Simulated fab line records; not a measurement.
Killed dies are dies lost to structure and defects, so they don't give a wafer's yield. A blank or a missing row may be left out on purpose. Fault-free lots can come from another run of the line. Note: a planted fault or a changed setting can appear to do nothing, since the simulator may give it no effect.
Matching of chambers / flow n5_finfet / pecvd-01 running N5_BEOL_M14_DEP_53: 3 sister chambers
The step deposits SiCN from 3MS/NH3, target thk 50 nm, time 17.8 s. 14 wafers are shown with their chamber, then 7 later ones without.

## EACH WAFER AND ITS CHAMBER
wafer=L077.2; chamber=1; showerhead_plenum_p_Torr (Torr)=4.178; throttle_valve_pct (%)=17.9
wafer=L077.4; chamber=0; showerhead_plenum_p_Torr (Torr)=4.123; throttle_valve_pct (%)=18.7
wafer=L077.6; chamber=2; showerhead_plenum_p_Torr (Torr)=4.173; throttle_valve_pct (%)=17.1
wafer=L083.2; chamber=2; showerhead_plenum_p_Torr (Torr)=4.186; throttle_valve_pct (%)=17.5
wafer=L083.4; chamber=2; showerhead_plenum_p_Torr (Torr)=4.181; throttle_valve_pct (%)=17.3
wafer=L083.6; chamber=1; showerhead_plenum_p_Torr (Torr)=4.185; throttle_valve_pct (%)=18.1
wafer=L080.1; chamber=0; showerhead_plenum_p_Torr (Torr)=4.125; throttle_valve_pct (%)=18.6
wafer=L080.3; chamber=2; showerhead_plenum_p_Torr (Torr)=4.181; throttle_valve_pct (%)=17.1
wafer=L080.6; chamber=0; showerhead_plenum_p_Torr (Torr)=4.122; throttle_valve_pct (%)=18.8
wafer=L085.1; chamber=2; showerhead_plenum_p_Torr (Torr)=4.169; throttle_valve_pct (%)=17.4
wafer=L085.3; chamber=1; showerhead_plenum_p_Torr (Torr)=4.172; throttle_valve_pct (%)=18.2
wafer=L085.5; chamber=2; showerhead_plenum_p_Torr (Torr)=4.192; throttle_valve_pct (%)=17.2
wafer=L086.1; chamber=2; showerhead_plenum_p_Torr (Torr)=4.184; throttle_valve_pct (%)=17.1
wafer=L086.3; chamber=1; showerhead_plenum_p_Torr (Torr)=4.175; throttle_valve_pct (%)=17.9

SIGNATURES (means of the wafers above)
reading=showerhead_plenum_p_Torr; chamber 0=4.12333; chamber 1=4.17750; chamber 2=4.18086; scatter within a chamber=0.00647
reading=throttle_valve_pct; chamber 0=18.700; chamber 1=18.025; chamber 2=17.243; scatter within a chamber=0.149
Rule: a wafer's distance from a chamber is the root of the sum, over the readings, of the square of ((its reading less the chamber's mean) divided by the reading's scatter). If the next closest chamber is less than 2 further off than the closest, the wafer can't be placed; otherwise it belongs to the closest. The scatter: take each reading less its chamber's mean, square it, sum over the shown wafers, divide by the number of wafers less the number of chambers, and take the root.

## WAFERS WITH NO CHAMBER GIVEN
wafer=L086.5; showerhead_plenum_p_Torr (Torr)=4.121; throttle_valve_pct (%)=18.8
wafer=L092.1; showerhead_plenum_p_Torr (Torr)=4.132; throttle_valve_pct (%)=18.9
wafer=L092.3; showerhead_plenum_p_Torr (Torr)=4.177; throttle_valve_pct (%)=17.3
wafer=L092.4; showerhead_plenum_p_Torr (Torr)=4.185; throttle_valve_pct (%)=17.4
wafer=L097.4; showerhead_plenum_p_Torr (Torr)=4.182; throttle_valve_pct (%)=18.2
wafer=L097.5; showerhead_plenum_p_Torr (Torr)=4.124; throttle_valve_pct (%)=18.6
wafer=L097.6; showerhead_plenum_p_Torr (Torr)=4.185; throttle_valve_pct (%)=17.3

## EACH ONE'S CHAMBER
wafer=L086.5; from the rows above=0; in truth=0
wafer=L092.1; from the rows above=0; in truth=0
wafer=L092.3; from the rows above=2; in truth=2
wafer=L092.4; from the rows above=2; in truth=2
wafer=L097.4; from the rows above=1; in truth=1
wafer=L097.5; from the rows above=0; in truth=0
wafer=L097.6; from the rows above=2; in truth=2
Correctly placed: 7 of 7. Left unplaced by these rows: 0. Placed wrongly: 0.
